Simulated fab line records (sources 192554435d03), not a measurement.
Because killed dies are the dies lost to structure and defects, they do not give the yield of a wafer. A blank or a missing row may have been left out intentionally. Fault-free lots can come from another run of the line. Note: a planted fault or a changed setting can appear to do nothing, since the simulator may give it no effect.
fab line records	flow n5-finfet
record: lots: 10	wafers: 27	last-day: 18
route steps=1938 shown BEOL_M0@731 BEOL_M4@1111
lots that met no fault: taken from a fault-free run of the same line
start-h: the number of hours between the record's first day and the start of the first shown wafer of the lot	wait-h: how many hours have passed since the lot's step before this one	" unchanged from the row above	L1.1+2: several wafers, shown together as one row	- no value present, or no start provided	* or withheld: withheld	< > ~ a bound
route shown NAME@n: names a module that has steps shown in the file, with the first one's number in the route	usual: average and standard deviation across the fault-free wafers	same: alike in all rows	chamber/n: place in a boat	sites: the reading at each site	_std_site: standard deviation across them	_edge_site: mean of outer sites minus mean of inner sites	radius-mm: for every site, how far away it sits from the centre of the wafer	mask NAME#n: copy n	behind: the most recent tool/chamber to have shaped the wafer	hold: what put the lot on hold/how long, in hours/how the hold closed	device: which transistor (n, p or np) failed to switch	end of line: the same wafers' tests at the end of the route	where a step has no rows: the recipe by itself	killed: at the first sort, the dies lost to defects and structure; wafer yield is something else	map: a wafer's dies, x killed, . not, _ none there
set.NAME: the setting that was run; set.NAME@STEP: the one run at that earlier step	model.NAME: the simulator's own value behind a step, which no gauge read
steps of the route over a sample of lots; a table a step, a row a wafer
services: from which hour (start-h, from the record's first day; less than 0 if before it) a tool's chamber was out of use, for how many hours, and why
== steps ==
step: N5_BEOL_M0_ALD_136
recipe: material: TaN	target-thk-a: *	temp-c: 275	ald-precursor-family: PDMAT	ald-co-reactant: NH3	pressure-torr: 3	carrier-flow-sccm: 1500	pulse-time-s: 2	purge-time-s: 3	co-reactant-purge-time-s: 2	co-reactant-pulse-time-s: 3	ald-cycles: 30	precursor-vessel-temp-c: 75	precursor-vessel-pressure-torr: 26.25	precursor-vessel-carrier-sccm: 1000
usual: heater-power-w: 394/25	precursor-vessel-carrier-sccm: 1000.3/2.7	precursor-vessel-pressure-torr: 26.25/0.051
lot.wafer	tool	chamber	start-h	wait-h	heater-power-w	precursor-vessel-carrier-sccm	precursor-vessel-pressure-torr
L296.1	ald-metal-03	1	115.20	0.1	401	997.0	26.23
L296.3	"	0	"	"	376	997.3	26.24
L296.6	"	1	"	"	403	997.0	26.17
L298.1	ald-metal-03	3	137.00	0.0	406	1005.7	26.25
L298.3	"	1	"	"	403	1001.5	26.16
L298.6	"	3	"	"	414	1009.2	26.25
L300.2	ald-metal-04	1	139.57	0.1	442	1002.3	26.30
L300.4	"	2	"	"	413	1000.3	26.19
L300.5	"	0	"	"	390	1001.2	26.24
L304.1	ald-metal-01	2	170.34	0.2	357	1003.1	26.22
L304.3	"	1	"	"	365	1005.0	26.27
L304.5	"	1	"	"	365	1006.0	26.33
L305.1	ald-metal-03	1	171.43	0.0	411	1005.8	26.19
L305.5	"	1	"	"	405	1003.9	26.18
L305.6	"	2	"	"	412	1000.7	26.28
L307.5	ald-metal-01	1	180.09	0.1	365	998.3	26.23
L307.6	"	0	"	"	416	998.7	26.29
L309.2	ald-metal-03	1	200.03	0.3	410	995.9	26.22
L309.3	"	0	"	"	370	1000.7	26.15
L309.5	"	3	"	"	414	1002.4	26.27
L315.3	ald-metal-03	3	241.01	0.0	420	998.7	26.27
L315.4	"	1	"	"	407	1001.9	26.28
L318.1	ald-metal-01	1	254.82	0.0	356	1000.8	26.31
L318.3	"	2	"	"	352	1001.4	26.16
L319.1	ald-metal-03	0	262.57	0.0	371	997.0	26.26
L319.2	"	2	"	"	396	997.5	26.23
L319.3	"	1	"	"	411	999.3	26.17
step: N5_BEOL_M0_SPUTTER_132
recipe: material: Cu	target-thk-a: 40	temp-c: -20	chamber-pressure-pa: 0.07	power-w: withheld	time-s: 7.37
usual: chuck-gas-flow-sccm: 1.26/0.047	substrate-temp-c: -20.01/0.11	throttle-valve-pct: 30.4/1.3
lot.wafer	tool	chamber	start-h	wait-h	chuck-gas-flow-sccm	substrate-temp-c	throttle-valve-pct
L296.1	pvd-sputter-03	-	115.95	0.0	1.21	-20.17	32.1
L296.3	"	-	"	"	1.16	-20.13	31.6
L296.6	"	-	"	"	1.28	-19.99	32.4
L298.1	pvd-sputter-01	-	137.51	0.0	1.27	-20.06	32.1
L298.3	"	-	"	"	1.13	-20.12	28.5
L298.6	"	-	"	"	1.28	-20.19	31.9
L300.2	pvd-sputter-03	-	140.08	0.0	1.22	-19.82	31.7
L300.4	"	-	"	"	1.19	-19.95	32.3
L300.5	"	-	"	"	1.26	-19.97	32.2
L304.1	pvd-sputter-01	-	171.06	0.0	1.26	-20.01	31.1
L304.3	"	-	"	"	1.24	-19.83	28.6
L304.5	"	-	"	"	1.31	-19.95	30.2
L305.1	pvd-sputter-02	-	172.00	0.0	1.24	-20.19	30.0
L305.5	"	-	"	"	1.38	-19.84	30.8
L305.6	"	-	"	"	1.18	-19.72	29.1
L307.5	pvd-sputter-03	-	180.54	0.0	1.24	-19.96	31.7
L307.6	"	-	"	"	1.29	-19.95	28.9
L309.2	pvd-sputter-01	-	201.72	0.0	1.21	-19.99	28.4
L309.3	"	-	"	"	1.25	-20.11	32.0
L309.5	"	-	"	"	1.31	-19.83	30.2
L315.3	pvd-sputter-01	-	241.64	0.0	1.26	-20.04	28.6
L315.4	"	-	"	"	1.26	-20.13	30.4
L318.1	pvd-sputter-03	-	255.65	0.0	1.23	-20.19	29.0
L318.3	"	-	"	"	1.26	-19.98	32.4
L319.1	pvd-sputter-03	-	263.33	0.0	1.29	-20.06	32.3
L319.2	"	-	"	"	1.23	-19.77	31.9
L319.3	"	-	"	"	1.27	-19.95	28.7
step: N5_BEOL_M0_SPUTTER_141
recipe: material: Cu	target-thk-a: 40	temp-c: -20	chamber-pressure-pa: 0.07	power-w: withheld	time-s: 7.37
usual: chuck-gas-flow-sccm: 1.26/0.056	substrate-temp-c: -20.00/0.11	throttle-valve-pct: 30.4/1.3
lot.wafer	tool	chamber	start-h	wait-h	chuck-gas-flow-sccm	substrate-temp-c	throttle-valve-pct
L296.1	pvd-sputter-03	-	116.19	0.0	1.29	-19.96	32.1
L296.3	"	-	"	"	1.31	-20.23	31.5
L296.6	"	-	"	"	1.23	-19.98	32.1
L298.1	pvd-sputter-01	-	137.75	0.0	1.32	-19.90	31.8
L298.3	"	-	"	"	1.34	-19.95	28.4
L298.6	"	-	"	"	1.25	-19.92	32.0
L300.2	pvd-sputter-03	-	140.32	0.0	1.30	-19.89	31.4
L300.4	"	-	"	"	1.25	-19.83	32.1
L300.5	"	-	"	"	1.15	-19.93	32.1
L304.1	pvd-sputter-01	-	171.30	0.0	1.27	-19.96	31.3
L304.3	"	-	"	"	1.36	-19.95	28.6
L304.5	"	-	"	"	1.33	-20.09	30.3
L305.1	pvd-sputter-02	-	172.24	0.0	1.33	-19.84	30.0
L305.5	"	-	"	"	1.21	-19.72	30.7
L305.6	"	-	"	"	1.31	-20.08	29.1
L307.5	pvd-sputter-03	-	180.78	0.0	1.25	-19.90	31.4
L307.6	"	-	"	"	1.33	-19.94	29.2
L309.2	pvd-sputter-01	-	201.96	0.0	1.32	-20.08	28.4
L309.3	"	-	"	"	1.23	-20.05	31.8
L309.5	"	-	"	"	1.35	-20.02	29.9
L315.3	pvd-sputter-01	-	241.88	0.0	1.23	-19.85	28.7
L315.4	"	-	"	"	1.36	-20.11	30.2
L318.1	pvd-sputter-03	-	255.89	0.0	1.28	-20.26	29.2
L318.3	"	-	"	"	1.28	-20.02	32.1
L319.1	pvd-sputter-03	-	263.57	0.0	1.35	-19.90	32.4
L319.2	"	-	"	"	1.23	-19.92	31.4
L319.3	"	-	"	"	1.23	-20.15	28.4
step: N5_BEOL_M0_CO_CAP_123
recipe: material: Co	target-thk-a: 20	temp-c: 200	precursor: CCTBA/H2	pressure-torr: 30	time-s: 102.1
usual: heater-power-w: 258/32	run-length-s: 124.5/0.38
lot.wafer	tool	chamber	start-h	wait-h	heater-power-w	run-length-s
L296.1	cvd-co-02	2	120.18	0.0	295	124.5
L296.3	"	0	"	"	228	124.1
L296.6	"	0	"	"	237	124.6
L298.1	cvd-co-01	1	142.11	0.0	298	124.5
L298.3	"	2	"	"	230	125.1
L298.6	"	0	"	"	218	125.1
L300.2	cvd-co-01	2	144.67	0.0	237	124.6
L300.4	"	0	"	"	221	124.7
L300.5	"	2	"	"	231	124.6
L304.1	cvd-co-02	1	178.31	0.0	259	123.9
L304.3	"	2	"	"	296	124.4
L304.5	"	0	"	"	230	124.5
L305.1	cvd-co-02	2	179.24	0.0	294	124.0
L305.5	"	1	"	"	263	124.1
L305.6	"	0	"	"	235	123.9
L307.5	cvd-co-02	2	185.15	0.0	299	124.7
L307.6	"	1	"	"	260	124.3
L309.2	cvd-co-01	2	202.83	0.0	232	124.7
L309.3	"	1	"	"	304	124.9
L309.5	"	0	"	"	227	125.1
L315.3	cvd-co-02	0	242.80	0.1	232	80.4
L315.4	"	2	"	"	292	124.8
L318.1	cvd-co-02	2	257.05	0.0	301	124.3
L318.3	"	0	"	"	229	80.7
L319.1	cvd-co-01	0	264.69	0.0	225	124.7
L319.2	"	1	"	"	303	124.4
L319.3	"	2	"	"	234	124.6
step: N5_BEOL_M4_RC_MEAS_101
usual: DIBL_N: 35.7/1.5	DIBL_P: 35.7/2	IOFF_N: 0.155/0.026	IOFF_P: 0.20/0.031	ION_N: 675/11	ION_P: 462/7.1	SS_N: 71.3/0.57	SS_P: 73.1/0.56	VT_N: 250/3	VT_P: -251/3
lot.wafer	tool	chamber	start-h	wait-h	DIBL_N[mV/V]	DIBL_P[mV/V]	IOFF_N[nA/um]	IOFF_P[nA/um]	ION_N[uA/um]	ION_P[uA/um]	SS_N[mV/dec]	SS_P[mV/dec]	VT_N[mV]	VT_P[mV]
L296.1	prober-02	0	175.87	0.0	36.7	36.3	0.153	0.21	667	459	71.6	72.7	251	-252
L296.3	"	0	"	"	37.2	36.8	0.171	0.23	673	459	71.7	73.6	250	-249
L296.6	"	0	"	"	35.3	34.4	0.142	0.18	666	461	71.2	72.6	252	-251
L298.1	prober-02	0	194.13	0.0	34.0	33.8	0.141	0.19	683	462	71.2	72.1	250	-250
L298.3	"	0	"	"	36.0	37.2	0.186	0.26	685	468	71.9	73.3	245	-246
L298.6	"	0	"	"	33.7	33.5	0.142	0.19	678	465	70.4	72.3	249	-250
L300.2	prober-02	0	199.05	0.2	36.1	34.7	0.165	0.21	674	460	72.0	72.9	248	-251
L300.4	"	0	"	"	37.1	34.5	0.181	0.20	694	468	72.9	73.0	248	-252
L300.5	"	0	"	"	35.4	32.9	0.140	0.18	678	464	71.3	72.6	251	-252
L305.1	prober-01	0	224.64	0.0	34.8	33.6	0.122	0.17	652	450	71.1	73.1	255	-256
L305.5	"	0	"	"	36.7	35.2	0.161	0.18	677	459	71.2	73.7	248	-256
L305.6	"	0	"	"	36.9	35.2	0.152	0.19	675	450	71.0	72.9	253	-256
L304.1	prober-01	0	225.57	0.7	36.5	35.5	0.148	0.22	666	462	71.8	73.4	252	-249
L304.3	"	0	"	"	35.9	34.9	0.127	0.20	666	464	71.2	73.2	252	-250
L304.5	"	0	"	"	37.2	35.3	0.156	0.22	662	453	71.4	73.3	254	-246
L307.5	prober-02	0	234.34	0.6	34.3	32.8	0.128	0.16	664	452	70.4	73.3	251	-253
L307.6	"	0	"	"	36.0	35.0	0.170	0.20	689	464	71.7	73.6	246	-251
L309.2	prober-02	0	255.97	0.2	40.4	41.2	0.250	0.28	700	466	72.0	74.0	243	-248
L309.3	"	0	"	"	35.7	35.2	0.151	0.19	672	460	70.9	72.9	250	-254
L309.5	"	0	"	"	37.5	37.8	0.180	0.21	685	466	71.6	73.3	250	-252
L315.3	prober-01	0	286.34	0.3	34.8	33.1	0.112	0.18	654	458	71.0	72.4	255	-251
L315.4	"	0	"	"	36.9	36.3	0.160	0.23	682	474	71.2	73.0	248	-247
L318.1	prober-01	0	311.54	0.0	35.2	36.7	0.138	0.18	667	453	70.6	72.6	251	-255
L318.3	"	0	"	"	36.4	37.6	0.163	0.20	668	456	71.3	72.7	248	-251
L319.1	prober-02	0	320.07	0.0	36.7	38.3	0.173	0.21	680	466	72.6	73.2	247	-251
L319.2	"	0	"	"	37.4	38.4	0.189	0.22	674	461	71.5	73.3	246	-251
L319.3	"	0	"	"	35.5	37.9	0.159	0.21	683	462	72.3	72.8	249	-250
== services ==
tool	chamber	start-h	hours	kind
ald-metal-04	-	112.02	2.8	pm
cvd-co-01	1	115.10	-	clean
cvd-co-01	1	115.10	22.0	scheduled-down
cvd-co-01	1	115.10	22.0	vent-cycle
ald-metal-04	-	121.59	1.1	repair
ald-metal-01	-	138.82	1.0	repair
ald-metal-01	0	143.84	7.9	repair
pvd-sputter-03	-	144.93	4.2	repair
pvd-sputter-03	-	178.36	1.0	repair
cvd-co-02	-	195.30	6.0	pm
ald-metal-01	1	197.34	11.4	repair
cvd-co-02	-	215.45	1.5	repair
ald-metal-03	2	235.99	3.8	repair
cvd-co-02	1	240.53	10.1	repair
== key ==
first-sign: step: N5_BEOL_M0_CO_CAP_123	reading: run-length-s	direction: down	sigmas: 99+	usual: *	struck: *
effect none on later readings
met-at N5_BEOL_M0_CO_CAP_123
struck-lots L315,L318
struck-wafers L315.3,L318.3
not-acting-at N5_BEOL_M0_ALD_136,N5_BEOL_M0_SPUTTER_132,N5_BEOL_M0_SPUTTER_141
onset-between 185.15 242.80
fault: kind: process-parameter-drift	tool: cvd-co-02	chamber: -	onset-h: 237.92	steps: N5_BEOL_M0_CO_CAP_123	channel: time-s	offset: *	shape: step	end-h: 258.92	scope: struck-wafers-only	acts-in: *	stated: *
